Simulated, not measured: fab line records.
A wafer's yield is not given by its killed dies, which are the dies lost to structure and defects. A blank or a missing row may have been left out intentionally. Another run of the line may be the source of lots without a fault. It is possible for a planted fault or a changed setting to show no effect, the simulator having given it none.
fab line records | flow nand-harc | part 1 of 2: steps 1 to 4 of 6
record lots=24 wafers=72 last-day=33
route steps=1302 shown A_STAIRCASE@883 A_SGD_CUT@908 A_SLIT@924 A_WL_FILL@958
lots that met no fault: from a run of the same line without faults
start-h: hours from the record's first day to the start of the lot's first wafer shown | wait-h: time in hours since the lot's previous step | " identical to the entry in the row above | L1.1+2: a single row standing in for several wafers | - no value, or no start given | * or withheld: withheld | < > ~ a bound
route shown NAME@n: a module of which the file shows steps, and the number in the route of the first | usual: average and standard deviation across the fault-free wafers | same: alike in all rows | chamber/n: place in a boat | sites: per-site readings | _std_site: the standard deviation of these | _edge_site: inner sites' mean taken away from outer sites' mean | radius-mm: for every site, how far away it sits from the centre of the wafer | mask NAME#n: copy n | behind: the most recent tool/chamber to have shaped the wafer | hold: why the lot was held/for how many hours/how that ended | device: transistor that didn't switch, given as n, p or np | end of line: tests run on the same wafers once the route is complete | a step with no rows: only its recipe | killed: at the first sort, the dies lost to defects and structure; wafer yield is something else | map: shows each die of a wafer: x if killed, . if not, _ if none is there
set.NAME: the setting the step ran with; set.NAME@STEP: the setting that earlier step ran with | model.NAME: the simulator's own value behind a step, which no gauge read
steps of the route over a sample of lots; a table a step, a row a wafer
services: when a tool's chamber went out of use (start-h, in hours from the record's first day, below 0 if earlier), for how many hours, and the reason
## steps
# step NHARC_A_STAIRCASE_ETCHBACK_157
# recipe target-depth-a=900 over-etch-frac=0.3 time-s=167.14 ion-energy-ev=120 ch3f-flow-sccm=50 o2-flow-sccm=30 ar-flow-sccm=200 rf-w=500 bias-w=100 chemistry=CH3F/O2
# usual ch3f-flow-sccm=50.00/0.15 drypump-motor-current-A=5.5/0.36 oes-product-au=0.971/0.029 rf-vpp-V=244.3/1.4 showerhead-plenum-p-Torr=2.45/0.084 throttle-valve-pct=20.662/0.0083
# columns lot.wafer tool chamber start-h wait-h ch3f-flow-sccm drypump-motor-current-A oes-product-au rf-hours-counter-h rf-vpp-V showerhead-plenum-p-Torr throttle-valve-pct
L075.4 rie-diel-07 2 452.72 0.2 49.91 5.2 0.929 46 244.7 2.54 20.669
L075.5 " 3 " " 49.89 5.3 0.939 - 243.3 2.42 20.658
L075.6 " 0 " " 49.96 6.1 0.940 - 245.7 2.60 20.654
L076.3 rie-diel-08 0 452.75 0.2 50.05 5.3 0.999 21 245.3 2.45 20.652
L076.1 " 1 " " 50.23 5.7 1.001 28 245.1 2.49 20.671
L076.4 " 2 " " 50.23 5.4 0.993 24 243.8 2.43 20.654
L077.3 rie-diel-06 1 455.58 0.2 50.12 5.7 0.931 54 244.4 2.43 20.655
L077.5 " 0 " " 49.97 5.5 0.916 - 247.2 2.59 20.656
L077.6 " 1 " " 49.87 5.7 0.927 - 243.6 2.43 20.665
L074.1 rie-diel-06 3 456.49 0.2 50.22 5.9 0.994 53 244.0 2.43 20.659
L074.6 " 1 " " 50.04 5.7 1.005 - 242.8 2.43 20.674
L074.5 " 3 " " 50.02 5.9 0.988 - 243.1 2.43 20.666
L078.4 rie-diel-07 0 469.87 0.2 49.81 6.2 0.963 48 246.9 2.60 20.668
L078.1 " 3 " " 49.78 5.3 0.982 50 244.9 2.41 20.655
L078.5 " 0 " " 49.96 6.2 0.972 - 244.4 2.60 20.664
L079.4 rie-diel-06 0 478.75 0.2 50.04 5.5 0.947 63 246.7 2.59 20.682
L079.3 " 1 " " 49.81 5.7 0.955 64 243.1 2.42 20.665
L079.6 " 0 " " 49.93 5.5 0.948 - 246.8 2.59 20.675
L080.1 rie-diel-08 3 480.19 0.2 49.99 5.5 0.924 42 242.8 2.31 20.674
L080.6 " 1 " " 49.71 5.7 0.928 - 246.1 2.49 20.652
L080.5 " 2 " " 49.94 5.4 0.937 - 243.2 2.43 20.659
L081.1 rie-diel-07 2 501.43 0.1 50.04 5.3 0.989 6 245.5 2.54 20.664
L081.2 " 0 " " 49.83 6.1 0.984 8 245.4 2.59 20.661
L081.5 " 3 " " 49.79 5.3 0.989 - 242.2 2.41 20.662
L082.1 rie-diel-07 3 512.14 0.2 50.28 5.2 0.984 8 243.0 2.41 20.677
L082.3 " 1 " " 50.05 5.0 0.996 12 245.7 2.51 20.664
L082.6 " 3 " " 49.89 5.2 0.990 - 244.2 2.41 20.664
L083.3 rie-diel-08 3 525.62 0.1 50.24 5.5 0.981 56 242.8 2.30 20.674
L083.1 " 2 " " 49.74 5.4 1.002 50 243.9 2.42 20.669
L083.4 " 0 " " 50.22 5.2 0.995 - 244.3 2.44 20.663
L086.2 rie-diel-08 2 536.24 0.1 49.96 5.4 0.982 55 243.3 2.42 20.666
L086.6 " 2 " " 49.99 5.4 0.969 - 245.1 2.42 20.671
L086.5 " 3 " " 50.02 5.5 0.969 - 242.5 2.30 20.659
L085.3 rie-diel-08 0 537.31 0.2 50.03 5.2 0.958 54 243.2 2.44 20.673
L085.6 " 2 " " 50.22 5.4 0.954 - 242.7 2.42 20.659
L085.5 " 3 " " 50.02 5.5 0.947 - 241.9 2.30 20.665
L084.3 rie-diel-07 0 537.38 0.1 50.10 6.2 0.959 19 245.6 2.59 20.660
L084.2 " 1 " " 49.79 5.0 0.956 19 244.5 2.51 20.664
L084.1 " 3 " " 50.36 5.3 0.983 17 244.1 2.41 20.651
L087.3 rie-diel-07 3 552.15 0.2 49.93 5.2 0.926 21 243.9 2.41 20.658
L087.4 " 2 " " 49.96 5.2 0.945 21 244.1 2.53 20.655
L087.5 " 0 " " 49.89 6.2 0.935 - 246.7 2.59 20.636
L089.2 rie-diel-08 0 575.07 0.1 49.98 5.2 1.007 4 243.0 2.44 20.665
L089.1 " 1 " " 50.03 5.8 1.009 4 245.3 2.48 20.660
L089.4 " 2 " " 50.13 5.4 0.982 4 242.6 2.42 20.655
L088.2 rie-diel-08 1 575.41 0.2 50.01 5.7 1.006 4 244.5 2.48 20.663
L088.5 " 2 " " 49.78 5.4 0.991 - 242.8 2.42 20.657
L088.6 " 3 " " 50.27 5.5 0.995 - 242.6 2.29 20.664
L090.4 rie-diel-08 3 590.03 0.2 50.06 5.5 0.992 10 242.4 2.29 20.666
L090.1 " 0 " " 49.96 5.2 1.018 8 243.1 2.44 20.658
L090.2 " 1 " " 49.88 5.7 1.011 8 243.7 2.48 20.662
L091.2 rie-diel-06 2 590.11 0.1 49.95 6.7 0.995 38 243.8 2.38 20.655
L091.3 " 0 " " 49.86 5.5 0.983 29 247.4 2.57 20.661
L091.4 " 1 " " 49.86 5.7 1.003 35 243.8 2.41 20.664
L093.4 rie-diel-07 0 614.11 0.2 49.93 6.1 0.939 45 246.7 2.58 20.667
L093.6 " 3 " " 50.28 5.3 0.933 - 243.6 2.40 20.654
L093.5 " 0 " " 49.95 6.2 0.935 - 247.3 2.58 20.662
L092.1 rie-diel-08 2 616.99 0.2 50.00 5.4 0.992 18 243.5 2.41 20.645
L092.3 " 3 " " 50.04 5.5 0.984 18 243.0 2.29 20.652
L092.6 " 1 " " 49.93 5.7 1.007 - 243.7 2.48 20.660
L095.1 rie-diel-08 0 641.53 0.1 50.02 5.2 1.018 28 244.2 2.43 20.667
L095.3 " 2 " " 49.92 5.4 0.996 26 243.8 2.41 20.655
L095.4 " 3 " " 50.16 5.5 0.992 27 241.2 2.29 20.671
L094.4 rie-diel-07 0 641.72 0.2 50.25 6.2 0.970 52 245.9 2.57 20.679
L094.2 " 1 " " 49.89 5.1 0.986 53 243.7 2.49 20.658
L094.1 " 2 " " 50.08 5.2 0.974 51 244.6 2.52 20.664
L096.3 rie-diel-06 0 643.42 0.2 50.14 5.5 0.928 44 245.3 2.57 20.663
L096.1 " 2 " " 50.13 6.6 0.947 55 244.8 2.37 20.649
L096.5 " 3 " " 49.93 5.9 0.936 - 244.3 2.40 20.670
L097.3 rie-diel-08 0 661.11 0.2 50.02 5.2 0.990 36 243.7 2.42 20.662
L097.4 " 2 " " 50.25 5.4 0.965 38 245.1 2.40 20.674
L097.5 " 1 " " 49.90 5.7 0.966 - 243.5 2.47 20.662
# step NHARC_A_SGD_CUT_ETCH_16
# recipe target-depth-a=3105 time-s=155.2 c4f8-flow-sccm=withheld o2-flow-sccm=8 ar-flow-sccm=withheld rf-w=600 bias-w=800 chemistry=C4F8/O2/Ar
# usual oes-product-au=0.970/0.013 rf-vpp-V=721/3.9
# columns lot.wafer tool chamber start-h wait-h oes-product-au rf-hours-counter-h rf-vpp-V
L075.4 rie-diel-03 1 - - 0.972 11 717
L075.6 " 2 " " 0.977 - 727
L075.5 " 3 " " 0.977 - 720
L076.1 rie-diel-09 2 - - 0.966 10 728
L076.4 " 3 " " 0.950 10 715
L076.3 " 0 " " 0.960 10 723
L077.3 rie-diel-13 2 - - 0.966 4 722
L077.6 " 3 " " 0.971 - 725
L077.5 " 0 " " 0.961 - 718
L074.1 rie-diel-09 1 - - 0.958 11 718
L074.6 " 1 " " 0.959 - 717
L074.5 " 2 " " 0.962 - 728
L078.1 rie-diel-13 1 - - 0.964 4 719
L078.4 " 0 " " 0.975 5 717
L078.5 " 1 " " 0.971 - 720
L079.3 rie-diel-03 0 - - 0.978 1 720
L079.4 " 0 " " 0.965 - 723
L079.6 " 2 " " 0.978 - 726
L080.1 rie-diel-13 1 - - 0.973 5 719
L080.5 " 2 " " 0.968 - 721
L080.6 " 3 " " 0.992 - 725
L081.2 rie-diel-03 1 - - 0.954 1 718
L081.1 " 3 " " 0.973 3 720
L081.5 " 0 " " 0.968 - 722
L082.3 rie-diel-09 0 - - 0.957 1 723
L082.1 " 2 " " 0.974 1 727
L082.6 " 0 " " 0.958 - 723
L083.4 rie-diel-03 1 - - 0.953 3 717
L083.3 " 2 " " 0.980 4 725
L083.1 " 0 " " 0.956 5 722
L086.2 rie-diel-09 0 - - 0.986 3 723
L086.6 " 3 " " 0.972 - 715
L086.5 " 0 " " 0.976 - 723
L085.3 rie-diel-03 3 - - 0.986 5 720
L085.6 " 2 " " 0.977 - 727
L085.5 " 3 " " 0.981 - 721
L084.3 rie-diel-13 1 - - 0.960 1 719
L084.1 " 2 " " 0.950 1 720
L084.2 " 0 " " 0.949 1 716
L087.3 rie-diel-13 3 - - 0.960 1 725
L087.4 " 0 " " 0.955 1 718
L087.5 " 2 " " 0.938 - 722
L089.1 rie-diel-03 0 - - 0.989 8 722
L089.2 " 2 " " 0.978 7 724
L089.4 " 3 " " 0.980 7 721
L088.2 rie-diel-13 1 - - 0.958 3 718
L088.5 " 3 " " 0.937 - 724
L088.6 " 0 " " 0.940 - 717
L090.1 rie-diel-09 1 - - 0.961 6 718
L090.2 " 2 " " 0.985 7 728
L090.4 " 3 " " 0.981 8 716
L091.3 rie-diel-13 1 - - 0.999 3 719
L091.2 " 3 " " 0.971 4 725
L091.4 " 0 " " 0.984 4 715
L093.4 rie-diel-13 0 - - 0.975 4 718
L093.6 " 1 " " 0.967 - 718
L093.5 " 2 " " 0.966 - 721
L092.1 rie-diel-03 1 - - 0.976 9 717
L092.3 " 3 " " 0.979 11 721
L092.6 " 0 " " 0.962 - 721
L095.3 rie-diel-13 2 - - 0.965 6 721
L095.4 " 0 " " 0.965 6 718
L095.1 " 1 " " 0.990 5 718
L094.1 rie-diel-09 0 - - 0.977 12 722
L094.2 " 3 " " 0.973 12 716
L094.4 " 2 " " 0.968 - 728
L096.1 rie-diel-03 1 - - 0.981 0 715
L096.3 " 3 " " 0.991 0 721
L096.5 " 1 " " 0.975 - 716
L097.3 rie-diel-09 2 - - 0.972 13 728
L097.4 " 0 " " 0.983 14 724
L097.5 " 3 " " 0.981 - 716
# step NHARC_A_SGD_CUT_STRIP_28
# recipe time-s=20 o2-flow-sccm=500 ar-flow-sccm=0 bias-w=0 chemistry=O2
# usual drypump-motor-current-A=5.7/0.38 oes-product-au=0.999/0.0088 rf-vpp-V=57.6/0.93 showerhead-plenum-p-Torr=3.45/0.12 throttle-valve-pct=17.036/0.0089
# columns lot.wafer tool chamber start-h wait-h drypump-motor-current-A oes-product-au rf-hours-counter-h rf-vpp-V showerhead-plenum-p-Torr throttle-valve-pct
L076.1 rie-diel-09 0 - - 6.3 0.998 11 57.2 3.55 17.035
L076.3 " 2 " " 5.7 1.008 11 59.7 3.71 17.035
L076.4 " 3 " " 5.5 1.000 11 56.7 3.28 17.030
L075.4 rie-diel-13 3 461.38 0.1 5.6 1.015 - 58.7 3.57 17.034
L075.5 " 0 " " 5.6 1.012 - 57.7 3.32 17.026
L075.6 " 2 " " 5.2 1.003 - 56.6 3.45 17.028
L077.3 rie-diel-09 3 - - 5.5 0.997 11 57.4 3.28 17.054
L077.5 " 2 " " 5.8 1.014 - 58.2 3.71 17.029
L077.6 " 3 " " 5.5 1.006 - 58.6 3.28 17.036
L074.1 rie-diel-03 1 468.71 0.1 5.9 0.987 0 54.8 3.31 17.032
L074.5 " 1 " " 5.8 1.003 - 56.2 3.31 17.057
L074.6 " 3 " " 5.7 1.003 - 57.4 3.45 17.029
L078.4 rie-diel-13 0 - - 5.5 0.998 5 58.3 3.32 17.049
L078.1 " 1 " " 6.3 1.007 5 56.9 3.38 17.036
L078.5 " 1 " " 6.3 1.004 - 56.7 3.38 17.044
L079.4 rie-diel-13 0 - - 5.5 1.004 6 59.3 3.32 17.034
L079.3 " 1 " " 6.4 0.999 5 57.3 3.38 17.027
L079.6 " 3 " " 5.6 1.000 - 58.3 3.57 17.037
L080.1 rie-diel-03 0 491.81 0.6 5.2 0.992 3 57.5 3.49 17.043
L080.5 " 0 " " 5.2 0.991 - 56.8 3.49 17.037
L080.6 " 3 " " 5.7 1.001 - 58.6 3.45 17.031
L081.2 rie-diel-09 2 - - 5.7 1.011 0 58.2 3.71 17.038
L081.1 " 3 " " 5.5 0.998 1 57.2 3.28 17.038
L081.5 " 0 " " 6.3 0.999 - 58.0 3.55 17.040
L082.3 rie-diel-03 0 - - 5.2 0.991 5 59.0 3.49 17.050
L082.1 " 2 " " 5.8 1.016 3 59.7 3.62 17.038
L082.6 " 0 " " 5.2 1.003 - 57.5 3.49 17.047
L083.1 rie-diel-13 2 - - 5.2 0.993 0 58.7 3.45 17.028
L083.4 " 0 " " 5.5 0.982 0 57.2 3.32 17.042
L083.3 " 1 " " 6.4 1.008 0 57.6 3.38 17.039
L084.3 rie-diel-09 0 - - 6.3 0.994 4 58.5 3.55 17.056
L084.2 " 1 " " 5.2 0.983 3 57.1 3.33 17.039
L084.1 " 2 " " 5.7 0.999 3 58.4 3.70 17.031
L085.3 rie-diel-03 2 - - 5.8 1.012 5 57.9 3.62 17.033
L085.6 " 0 " " 5.2 0.996 - 57.5 3.48 17.045
L085.5 " 1 " " 5.8 1.005 - 56.8 3.31 17.037
L086.2 rie-diel-13 3 - - 5.6 0.988 1 58.6 3.56 17.046
L086.5 " 3 " " 5.6 0.991 - 59.4 3.56 17.038
L086.6 " 0 " " 5.6 0.990 - 57.3 3.31 17.030
L087.4 rie-diel-13 1 - - 6.3 1.007 2 57.8 3.37 17.060
L087.3 " 2 " " 5.2 0.976 2 58.5 3.45 17.030
L087.5 " 1 " " 6.3 1.001 - 57.3 3.37 17.048
L089.1 rie-diel-09 0 - - 6.3 0.995 7 55.4 3.54 17.030
L089.4 " 1 " " 5.2 0.986 6 56.5 3.33 17.043
L089.2 " 2 " " 5.7 1.009 6 58.7 3.70 17.051
L088.2 rie-diel-13 1 - - 6.4 1.013 3 57.9 3.37 17.035
L088.5 " 3 " " 5.6 0.997 - 56.3 3.56 17.038
L088.6 " 0 " " 5.5 0.991 - 56.6 3.31 17.049
L091.2 rie-diel-03 3 - - 5.7 0.998 9 55.9 3.44 17.046
L091.4 " 0 " " 5.2 0.986 9 58.0 3.48 17.027
L091.3 " 1 " " 5.9 0.995 8 55.2 3.31 17.038
L090.4 rie-diel-09 0 - - 6.3 0.991 7 57.4 3.54 17.036
L090.2 " 1 " " 5.3 0.994 6 57.9 3.33 17.020
L090.1 " 3 " " 5.5 1.015 8 56.5 3.27 17.041
L093.4 rie-diel-09 2 - - 5.7 0.991 8 57.2 3.70 17.038
L093.6 " 1 " " 5.2 0.992 - 56.7 3.33 17.036
L093.5 " 2 " " 5.7 0.990 - 58.4 3.70 17.032
L092.1 rie-diel-03 1 - - 5.8 0.999 9 57.9 3.30 17.041
L092.3 " 3 " " 5.7 1.005 11 57.4 3.44 17.031
L092.6 " 2 " " 5.8 1.005 - 57.5 3.62 17.041
L095.1 rie-diel-13 1 - - 6.4 1.012 6 56.7 3.37 17.034
L095.3 " 2 " " 5.2 0.987 6 56.3 3.45 17.034
L095.4 " 0 " " 5.5 1.002 6 56.9 3.31 17.015
L096.3 rie-diel-03 0 - - 5.2 0.994 0 58.3 3.48 17.033
L096.1 " 2 " " 5.8 1.004 1 57.9 3.62 17.042
L096.5 " 3 " " 5.7 1.013 - 57.8 3.44 17.030
L094.4 rie-diel-03 3 - - 5.7 1.003 1 58.1 3.44 17.042
L094.1 " 0 " " 5.2 0.990 0 57.9 3.48 17.041
L094.2 " 1 " " 5.9 1.004 0 56.9 3.30 17.044
L097.3 rie-diel-09 3 - - 5.5 1.012 15 57.3 3.27 17.041
L097.4 " 2 " " 5.7 1.002 14 57.5 3.70 17.052
L097.5 " 3 " " 5.5 1.005 - 57.9 3.27 17.037
# step NHARC_A_SLIT_DEP_23
# recipe target-thk-a=1000 target-thk-nm=100 temp-c=400 pressure-torr=3.5 flow-sccm=200 rf-w=350 material=SiON
# usual heater-power-w=783/94
# columns lot.wafer tool chamber start-h wait-h heater-power-w
L076.1 pecvd-01 2 467.15 3.1 763
L076.3 " 0 " " 870
L076.4 " 2 " " 783
L075.4 pecvd-04 2 467.55 1.4 746
L075.6 " 0 " " 760
L075.5 " 1 " " 607
L077.3 pecvd-04 0 470.75 2.0 737
L077.6 " 2 " " 842
L077.5 " 0 " " 729
L074.1 pecvd-02 2 477.79 3.2 662
L074.6 " 0 " " 779
L074.5 " 2 " " 676
L078.1 pecvd-01 2 483.49 3.2 796
L078.4 " 1 " " 875
L078.5 " 2 " " 818
L079.3 pecvd-04 0 495.70 2.0 778
L079.4 " 2 " " 776
L079.6 " 0 " " 786
L080.1 pecvd-04 0 497.86 3.2 760
L080.5 " 0 " " 756
L080.6 " 1 " " 676
L081.2 pecvd-02 0 514.13 2.5 698
L081.1 " 2 " " 615
L081.5 " 2 " " 608
L082.1 pecvd-01 1 524.97 3.2 723
L082.3 " 2 " " 875
L082.6 " 0 " " 955
L083.3 pecvd-02 2 538.20 1.9 624
L083.1 " 1 " " 670
L083.4 " 2 " " 645
L084.1 pecvd-04 2 549.14 3.1 872
L084.2 " 0 " " 780
L084.3 " 1 " " 632
L085.3 pecvd-04 0 550.88 1.9 780
L085.6 " 1 " " 579
L085.5 " 2 " " 855
L086.2 pecvd-01 1 551.05 2.6 820
L086.6 " 1 " " 825
L086.5 " 2 " " 839
L087.3 pecvd-01 0 566.99 2.0 882
L087.5 " 1 " " 751
L087.4 " 2 " " 842
L088.2 pecvd-01 1 591.34 2.5 748
L088.6 " 0 " " 951
L088.5 " 2 " " 848
L089.2 pecvd-01 1 591.52 2.5 827
L089.1 " 2 " " 876
L089.4 " 2 " " 847
L091.3 pecvd-04 2 602.94 1.9 795
L091.2 " 0 " " 671
L091.4 " 0 " " 686
L090.1 pecvd-01 1 603.53 3.1 798
L090.2 " 2 " " 896
L090.4 " 1 " " 790
L092.1 pecvd-02 0 626.89 3.2 665
L092.3 " 2 " " 579
L092.6 " 2 " " 592
L093.4 pecvd-01 2 627.12 1.5 881
L093.5 " 2 " " 874
L093.6 " 0 " " 968
L095.1 pecvd-01 2 655.43 3.2 873
L095.3 " 0 " " 908
L095.4 " 1 " " 849
L096.3 pecvd-04 2 655.62 1.9 820
L096.1 " 0 " " 797
L096.5 " 2 " " 826
L094.2 pecvd-01 0 656.32 2.5 839
L094.1 " 1 " " 756
L094.4 " 0 " " 821
L097.3 pecvd-02 2 680.26 1.9 668
L097.4 " 2 " " 691
L097.5 " 0 " " 772
